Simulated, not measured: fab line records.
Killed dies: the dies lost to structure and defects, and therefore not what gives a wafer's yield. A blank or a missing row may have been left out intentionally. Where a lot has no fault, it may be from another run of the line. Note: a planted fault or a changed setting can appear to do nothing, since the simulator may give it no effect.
The tool behind it: which one? | flow n5-finfet | Sampling: 22 lots, 66 wafers, 6 of 1938 route steps

WHAT THE GAUGES SHOWED, per wafer
No reading from a measuring or inspecting step in the record can be judged against a usual standard deviation.

WHAT TOOL EACH LOT RAN ON (gives the tool, then ch and the chambers of the sampled wafers, and finally the start)
lot  | N5_BEOL_M3_STRIP_36                | N5_BEOL_M3_TRENCH_ETCH_37                     | N5_BEOL_M3_SURFACE_TREAT_85  | N5_BEOL_M3_ANNEAL_82         | N5_BEOL_M3_SPUTTER_88        | N5_BEOL_M4_ETCH_64
L074 | rie-diel-06 ch 1,2,3, day 6 23:37  | rie-diel-06 ch 1,2,3, day 7 00:50 or earlier  | pvd-sputter-01, day 7 00:50  | pvd-sputter-01, day 7 01:47  | pvd-sputter-01, day 7 02:08  | rie-diel-04 ch 2,3, day 7 05:41
L075 | rie-diel-03 ch 1,3, day 7 15:29    | rie-diel-03 ch 1,3, day 7 16:50 or earlier    | pvd-sputter-02, day 7 16:50  | pvd-sputter-02, day 7 17:43  | pvd-sputter-02, day 7 18:04  | rie-diel-05 ch 1,2, day 7 22:12
L076 | rie-diel-03 ch 1,2, day 8 00:08    | rie-diel-03 ch 1,2, day 8 01:08 or earlier    | pvd-sputter-01, day 8 01:08  | pvd-sputter-01, day 8 01:53  | pvd-sputter-01, day 8 02:14  | rie-diel-04 ch 0,3, day 8 05:31
L077 | rie-diel-03 ch 2,3, day 8 00:37    | rie-diel-03 ch 2,3, day 8 01:41 or earlier    | pvd-sputter-02, day 8 01:41  | pvd-sputter-03, day 8 03:01  | pvd-sputter-03, day 8 03:22  | rie-diel-05 ch 0,3, day 8 08:02
L078 | rie-diel-06 ch 1,3, day 8 04:01    | rie-diel-06 ch 1,3, day 8 04:59 or earlier    | pvd-sputter-02, day 8 04:59  | pvd-sputter-03, day 8 05:53  | pvd-sputter-03, day 8 06:15  | rie-diel-05 ch 0,2, day 8 09:21
L079 | rie-diel-02 ch 0,1,3, day 8 10:44  | rie-diel-02 ch 0,1,3, day 8 13:01 or earlier  | pvd-sputter-01, day 8 13:01  | pvd-sputter-02, day 8 13:46  | pvd-sputter-02, day 8 14:07  | rie-diel-04 ch 1,3, day 8 17:23
L080 | rie-diel-03 ch 0,1,2, day 8 22:34  | rie-diel-03 ch 0,1,2, day 8 23:36 or earlier  | pvd-sputter-02, day 8 23:36  | pvd-sputter-02, day 9 00:21  | pvd-sputter-02, day 9 00:43  | rie-diel-04 ch 1,2, day 9 05:10
L082 | rie-diel-02 ch 1,3, day 8 22:43    | rie-diel-02 ch 1,3, day 8 23:38 or earlier    | pvd-sputter-02, day 8 23:38  | pvd-sputter-01, day 9 00:32  | pvd-sputter-01, day 9 00:53  | rie-diel-05 ch 0,3, day 9 05:28
L081 | rie-diel-03 ch 0,2,3, day 9 05:23  | rie-diel-03 ch 0,2,3, day 9 06:17 or earlier  | pvd-sputter-03, day 9 06:17  | pvd-sputter-03, day 9 07:01  | pvd-sputter-03, day 9 07:23  | rie-diel-04 ch 0,1,3, day 9 12:43
L083 | rie-diel-02 ch 0,1,3, day 9 05:25  | rie-diel-02 ch 0,1,3, day 9 06:19 or earlier  | pvd-sputter-03, day 9 06:19  | pvd-sputter-02, day 9 07:10  | pvd-sputter-02, day 9 07:31  | rie-diel-04 ch 0,1,2, day 9 13:26
L084 | rie-diel-06 ch 0,2,3, day 9 15:47  | rie-diel-06 ch 0,2,3, day 9 16:48 or earlier  | pvd-sputter-01, day 9 16:48  | pvd-sputter-01, day 9 17:34  | pvd-sputter-01, day 9 17:55  | rie-diel-01 ch 1,2, day 9 20:42
L085 | rie-diel-06 ch 0,1,2, day 9 21:01  | rie-diel-06 ch 0,1,2, day 9 22:01 or earlier  | pvd-sputter-02, day 9 22:01  | pvd-sputter-02, day 9 22:52  | pvd-sputter-02, day 9 23:13  | rie-diel-05 ch 0,1, day 10 02:27
L087 | rie-diel-02 ch 1,3, day 10 09:22   | rie-diel-02 ch 1,3, day 10 10:52 or earlier   | pvd-sputter-02, day 10 10:52 | pvd-sputter-02, day 10 11:38 | pvd-sputter-02, day 10 12:00 | rie-diel-01 ch 1,2,3, day 10 15:04
L086 | rie-diel-03 ch 0,1,2, day 10 13:52 | rie-diel-03 ch 0,1,2, day 10 14:46 or earlier | pvd-sputter-01, day 10 14:46 | pvd-sputter-02, day 10 15:35 | pvd-sputter-02, day 10 15:57 | rie-diel-05 ch 0,1,3, day 10 21:13
L089 | rie-diel-03 ch 0,1,2, day 10 22:10 | rie-diel-03 ch 0,1,2, day 10 23:32 or earlier | pvd-sputter-03, day 10 23:32 | pvd-sputter-03, day 11 00:16 | pvd-sputter-03, day 11 00:38 | rie-diel-01 ch 1,3, day 11 03:34
L088 | rie-diel-03 ch 1,2, day 10 22:34   | rie-diel-03 ch 1,2, day 10 23:40 or earlier   | pvd-sputter-03, day 10 23:40 | pvd-sputter-02, day 11 00:53 | pvd-sputter-02, day 11 01:14 | rie-diel-05 ch 1,2, day 11 06:10
L090 | rie-diel-03 ch 1,3, day 11 00:10   | rie-diel-03 ch 1,3, day 11 02:36 or earlier   | pvd-sputter-02, day 11 02:36 | pvd-sputter-01, day 11 03:22 | pvd-sputter-01, day 11 03:43 | rie-diel-05 ch 1,2, day 11 06:43
L092 | rie-diel-03 ch 0,3, day 11 17:16   | rie-diel-03 ch 0,3, day 11 18:38 or earlier   | pvd-sputter-03, day 11 18:38 | pvd-sputter-02, day 11 19:43 | pvd-sputter-02, day 11 20:05 | rie-diel-01 ch 0,1,3, day 11 23:08
L094 | rie-diel-03 ch 0,2,3, day 12 03:17 | rie-diel-03 ch 0,2,3, day 12 04:29 or earlier | pvd-sputter-02, day 12 04:29 | pvd-sputter-03, day 12 05:19 | pvd-sputter-03, day 12 05:41 | rie-diel-01 ch 0,1,2, day 12 08:32
L093 | rie-diel-03 ch 0,2, day 12 03:46   | rie-diel-03 ch 0,2, day 12 04:37 or earlier   | pvd-sputter-01, day 12 04:37 | pvd-sputter-02, day 12 05:29 | pvd-sputter-02, day 12 05:51 | rie-diel-01 ch 1,3, day 12 08:46
L095 | rie-diel-03 ch 1,3, day 12 07:32   | rie-diel-03 ch 1,3, day 12 08:23 or earlier   | pvd-sputter-03, day 12 08:23 | pvd-sputter-01, day 12 09:07 | pvd-sputter-01, day 12 09:29 | rie-diel-05 ch 0,1, day 12 12:26
L097 | rie-diel-03 ch 0,2, day 13 05:19   | rie-diel-03 ch 0,2, day 13 06:28 or earlier   | pvd-sputter-01, day 13 06:28 | pvd-sputter-01, day 13 07:28 | pvd-sputter-01, day 13 07:50 | rie-diel-01 ch 0,1,3, day 13 12:58
- N5_BEOL_M3_STRIP_36: strips in N2/H2.
- N5_BEOL_M3_TRENCH_ETCH_37: etches SiOC in C4F6/O2, target depth 55.555 nm, time 29.2 s.
- N5_BEOL_M3_SURFACE_TREAT_85
- N5_BEOL_M3_ANNEAL_82: time 240 s.
- N5_BEOL_M3_SPUTTER_88: material Cu, target thk 4.5 nm, time 8.29 s.
- N5_BEOL_M4_ETCH_64: etches SOC in N2/H2, target depth 75 nm, overetch 22.5 nm, time 121.9 s.

AS READ BY THE TOOLS THEMSELVES (means over the sampled wafers that have a number; for cases with no such wafer, the mark the record gives instead)
N5_BEOL_M3_STRIP_36.
lot  | tool        | chamber-pressure-mTorr (mTorr) | drypump-motor-current-A (A) | oes-product-au (a.u.) | rf-vpp-V (V) | showerhead-plenum-p-Torr (Torr) | throttle-valve-pct (%)
L074 | rie-diel-06 | 20.02                          | 5.8                         | 0.89                  | 59.4         | 2.62                            | 23.5
L075 | rie-diel-03 | 20.01                          | 5.7                         | 0.72                  | 58.5         | 2.60                            | 24.0
L076 | rie-diel-03 | 20.01                          | 5.7                         | 0.75                  | 59.6         | 2.58                            | 24.1
L077 | rie-diel-03 | 19.96                          | 5.3                         | 0.73                  | 58.9         | 2.47                            | 24.0
L078 | rie-diel-06 | 20.02                          | 6.1                         | 0.89                  | 58.0         | 2.61                            | 23.4
L079 | rie-diel-02 | 20.02                          | 5.9                         | 0.85                  | 60.4         | 2.68                            | 23.3
L080 | rie-diel-03 | 20.02                          | 6.0                         | 0.79                  | 59.7         | 2.53                            | 23.9
L082 | rie-diel-02 | 20.00                          | 6.0                         | 0.81                  | 59.3         | 2.67                            | 23.3
L081 | rie-diel-03 | 19.98                          | 5.8                         | 0.88                  | 58.8         | 2.48                            | 23.7
L083 | rie-diel-02 | 20.03                          | 5.9                         | 0.83                  | 57.6         | 2.68                            | 23.3
L084 | rie-diel-06 | 19.99                          | 5.7                         | 0.78                  | 59.0         | 2.58                            | 23.7
L085 | rie-diel-06 | 20.00                          | 5.8                         | 0.81                  | 60.8         | 2.55                            | 23.6
L087 | rie-diel-02 | 20.02                          | 6.0                         | 0.80                  | 59.3         | 2.66                            | 23.3
L086 | rie-diel-03 | 19.98                          | 6.0                         | 0.78                  | 58.3         | 2.52                            | 24.0
L089 | rie-diel-03 | 19.99                          | 6.0                         | 0.78                  | 59.3         | 2.52                            | 23.9
L088 | rie-diel-03 | 19.99                          | 5.5                         | 0.73                  | 58.6         | 2.51                            | 24.1
L090 | rie-diel-03 | 20.01                          | 5.5                         | 0.86                  | 58.3         | 2.54                            | 23.8
L092 | rie-diel-03 | 20.00                          | 5.8                         | 0.90                  | 59.5         | 2.49                            | 23.6
L094 | rie-diel-03 | 19.99                          | 5.8                         | 0.83                  | 59.0         | 2.47                            | 23.8
L093 | rie-diel-03 | 19.99                          | 6.2                         | 0.81                  | 59.2         | 2.47                            | 23.8
L095 | rie-diel-03 | 20.01                          | 5.5                         | 0.85                  | 59.9         | 2.54                            | 23.8
L097 | rie-diel-03 | 20.00                          | 6.2                         | 0.80                  | 59.6         | 2.46                            | 23.8

N5_BEOL_M3_TRENCH_ETCH_37.
lot  | tool        | chamber-pressure-mTorr (mTorr) | drypump-motor-current-A (A) | mfc-ar-sccm (sccm) | oes-product-au (a.u.) | rf-vpp-V (V) | showerhead-plenum-p-Torr (Torr) | throttle-valve-pct (%)
L074 | rie-diel-06 | 30.003                         | 5.7                         | 300.1              | 0.90                  | 665          | 2.94                            | 20.63
L075 | rie-diel-03 | 30.011                         | 5.8                         | 300.4              | 0.72                  | 670          | 2.91                            | 21.14
L076 | rie-diel-03 | 29.993                         | 5.7                         | 300.0              | 0.75                  | 666          | 2.89                            | 21.03
L077 | rie-diel-03 | 29.994                         | 5.3                         | 298.8              | 0.73                  | 668          | 2.76                            | 21.02
L078 | rie-diel-06 | 30.001                         | 6.0                         | 300.5              | 0.89                  | 659          | 2.94                            | 20.58
L079 | rie-diel-02 | 29.999                         | 5.9                         | 300.1              | 0.85                  | 672          | 3.00                            | 20.59
L080 | rie-diel-03 | 30.018                         | 6.0                         | 300.1              | 0.79                  | 669          | 2.83                            | 20.93
L082 | rie-diel-02 | 29.969                         | 6.0                         | 299.8              | 0.82                  | 673          | 2.99                            | 20.59
L081 | rie-diel-03 | 29.991                         | 5.8                         | 299.8              | 0.88                  | 673          | 2.78                            | 20.87
L083 | rie-diel-02 | 30.023                         | 5.9                         | 299.1              | 0.84                  | 673          | 2.99                            | 20.60
L084 | rie-diel-06 | 29.995                         | 5.6                         | 300.4              | 0.79                  | 663          | 2.90                            | 20.80
L085 | rie-diel-06 | 30.007                         | 5.8                         | 299.3              | 0.82                  | 664          | 2.87                            | 20.82
L087 | rie-diel-02 | 29.998                         | 6.1                         | 300.6              | 0.80                  | 675          | 2.98                            | 20.62
L086 | rie-diel-03 | 30.005                         | 6.0                         | 300.8              | 0.78                  | 669          | 2.82                            | 20.95
L089 | rie-diel-03 | 29.962                         | 6.0                         | 300.5              | 0.77                  | 669          | 2.82                            | 20.96
L088 | rie-diel-03 | 29.989                         | 5.5                         | 299.1              | 0.74                  | 665          | 2.80                            | 21.01
L090 | rie-diel-03 | 29.960                         | 5.6                         | 299.9              | 0.86                  | 674          | 2.86                            | 20.98
L092 | rie-diel-03 | 29.997                         | 5.7                         | 301.0              | 0.89                  | 677          | 2.79                            | 20.88
L094 | rie-diel-03 | 29.982                         | 5.8                         | 299.8              | 0.83                  | 673          | 2.77                            | 20.90
L093 | rie-diel-03 | 29.989                         | 6.2                         | 300.3              | 0.81                  | 673          | 2.76                            | 20.87
L095 | rie-diel-03 | 29.993                         | 5.5                         | 300.2              | 0.85                  | 673          | 2.85                            | 20.99
L097 | rie-diel-03 | 30.000                         | 6.2                         | 300.2              | 0.80                  | 672          | 2.76                            | 20.87

N5_BEOL_M3_ANNEAL_82.
lot  | tool           | heater-power-w (W)
L074 | pvd-sputter-01 | 885
L075 | pvd-sputter-02 | 717
L076 | pvd-sputter-01 | 930
L077 | pvd-sputter-03 | 753
L078 | pvd-sputter-03 | 770
L079 | pvd-sputter-02 | 731
L080 | pvd-sputter-02 | 724
L082 | pvd-sputter-01 | 884
L081 | pvd-sputter-03 | 804
L083 | pvd-sputter-02 | 787
L084 | pvd-sputter-01 | 830
L085 | pvd-sputter-02 | 726
L087 | pvd-sputter-02 | 659
L086 | pvd-sputter-02 | 777
L089 | pvd-sputter-03 | 802
L088 | pvd-sputter-02 | 732
L090 | pvd-sputter-01 | 796
L092 | pvd-sputter-02 | 712
L094 | pvd-sputter-03 | 767
L093 | pvd-sputter-02 | 810
L095 | pvd-sputter-01 | 816
L097 | pvd-sputter-01 | 895

N5_BEOL_M3_SPUTTER_88.
lot  | tool           | chamber-pressure-pa (Pa) | throttle-valve-pct (%)
L074 | pvd-sputter-01 | 0.07                     | 28.9
L075 | pvd-sputter-02 | 0.07                     | 30.1
L076 | pvd-sputter-01 | 0.07                     | 28.7
L077 | pvd-sputter-03 | 0.07                     | 30.7
L078 | pvd-sputter-03 | 0.07                     | 30.8
L079 | pvd-sputter-02 | 0.07                     | 29.9
L080 | pvd-sputter-02 | 0.07                     | 30.3
L082 | pvd-sputter-01 | 0.07                     | 29.2
L081 | pvd-sputter-03 | 0.07                     | 30.3
L083 | pvd-sputter-02 | 0.07                     | 30.4
L084 | pvd-sputter-01 | 0.07                     | 28.3
L085 | pvd-sputter-02 | 0.07                     | 30.4
L087 | pvd-sputter-02 | 0.07                     | 30.2
L086 | pvd-sputter-02 | 0.07                     | 29.9
L089 | pvd-sputter-03 | 0.07                     | 30.2
L088 | pvd-sputter-02 | 0.07                     | 30.4
L090 | pvd-sputter-01 | 0.07                     | 27.4
L092 | pvd-sputter-02 | 0.07                     | 30.8
L094 | pvd-sputter-03 | 0.07                     | 30.2
L093 | pvd-sputter-02 | 0.07                     | 29.3
L095 | pvd-sputter-01 | 0.07                     | 27.9
L097 | pvd-sputter-01 | 0.07                     | 29.3

N5_BEOL_M4_ETCH_64.
lot  | tool        | chamber-pressure-mTorr (mTorr) | drypump-motor-current-A (A) | oes-product-au (a.u.) | rf-vpp-V (V) | showerhead-plenum-p-Torr (Torr) | throttle-valve-pct (%)
L074 | rie-diel-04 | 30.009                         | 5.7                         | 0.53                  | 526.4        | 2.62                            | 17.61
L075 | rie-diel-05 | 30.036                         | 6.5                         | 0.57                  | 525.0        | 2.57                            | 17.77
L076 | rie-diel-04 | 29.990                         | 6.0                         | 0.55                  | 523.7        | 2.56                            | 17.57
L077 | rie-diel-05 | 30.009                         | 5.6                         | 0.60                  | 525.5        | 2.59                            | 17.69
L078 | rie-diel-05 | 30.004                         | 6.3                         | 0.60                  | 523.0        | 2.52                            | 17.66
L079 | rie-diel-04 | 30.030                         | 5.7                         | 0.58                  | 525.2        | 2.58                            | 17.92
L080 | rie-diel-04 | 30.020                         | 5.8                         | 0.67                  | 525.2        | 2.59                            | 17.56
L082 | rie-diel-05 | 30.017                         | 5.6                         | 0.61                  | 523.2        | 2.52                            | 17.60
L081 | rie-diel-04 | 30.012                         | 6.0                         | 0.55                  | 523.5        | 2.52                            | 17.79
L083 | rie-diel-04 | 30.008                         | 6.0                         | 0.60                  | 523.2        | 2.52                            | 17.70
L084 | rie-diel-01 | 29.978                         | 6.6                         | 0.61                  | 523.9        | 2.55                            | 18.07
L085 | rie-diel-05 | 30.015                         | 5.8                         | 0.65                  | 522.1        | 2.50                            | 17.48
L087 | rie-diel-01 | 30.005                         | 6.1                         | 0.57                  | 522.0        | 2.49                            | 17.95
L086 | rie-diel-05 | 29.981                         | 5.8                         | 0.63                  | 524.8        | 2.57                            | 17.59
L089 | rie-diel-01 | 29.990                         | 6.1                         | 0.60                  | 523.0        | 2.51                            | 18.09
L088 | rie-diel-05 | 30.007                         | 6.5                         | 0.61                  | 524.5        | 2.56                            | 17.67
L090 | rie-diel-05 | 29.985                         | 6.4                         | 0.65                  | 524.9        | 2.58                            | 17.55
L092 | rie-diel-01 | 29.987                         | 5.7                         | 0.61                  | 523.2        | 2.51                            | 18.04
L094 | rie-diel-01 | 29.974                         | 6.2                         | 0.60                  | 524.9        | 2.55                            | 18.05
L093 | rie-diel-01 | 29.997                         | 5.6                         | 0.57                  | 521.5        | 2.45                            | 17.97
L095 | rie-diel-05 | 29.992                         | 6.1                         | 0.65                  | 523.8        | 2.54                            | 17.48
L097 | rie-diel-01 | 29.989                         | 5.7                         | 0.67                  | 525.9        | 2.61                            | 17.93

THE ANSWER, worked out from the rows above alone
Rule: the lots themselves supply what counts as usual. The widest of any qualifying gaps counts: lots, ordered by their means at a reading, are off when they make up no more than a third of the lots, leave a main group of 4 or more, and stand apart from it by 3 or more times the standard deviation of that group's means. A main group is skipped when, at the precision printed for the reading in the tables above, its means are all equal. Also off: a lot with no number at a reading for which 4 or more lots have one. Where the step has rows for the other lots, those lots are counted as sound. Order of review: gauges by route order, followed by the tools' own readings, for which a lot's mean as printed above is used. The first step at which some lot is off is used, and at that step the reading that is off furthest; a lot without a number counts as furthest.
No lot is off at any reading shown: from this, nothing can be told.

WHAT HAD BEEN PUT IN BY THE SIMULATOR
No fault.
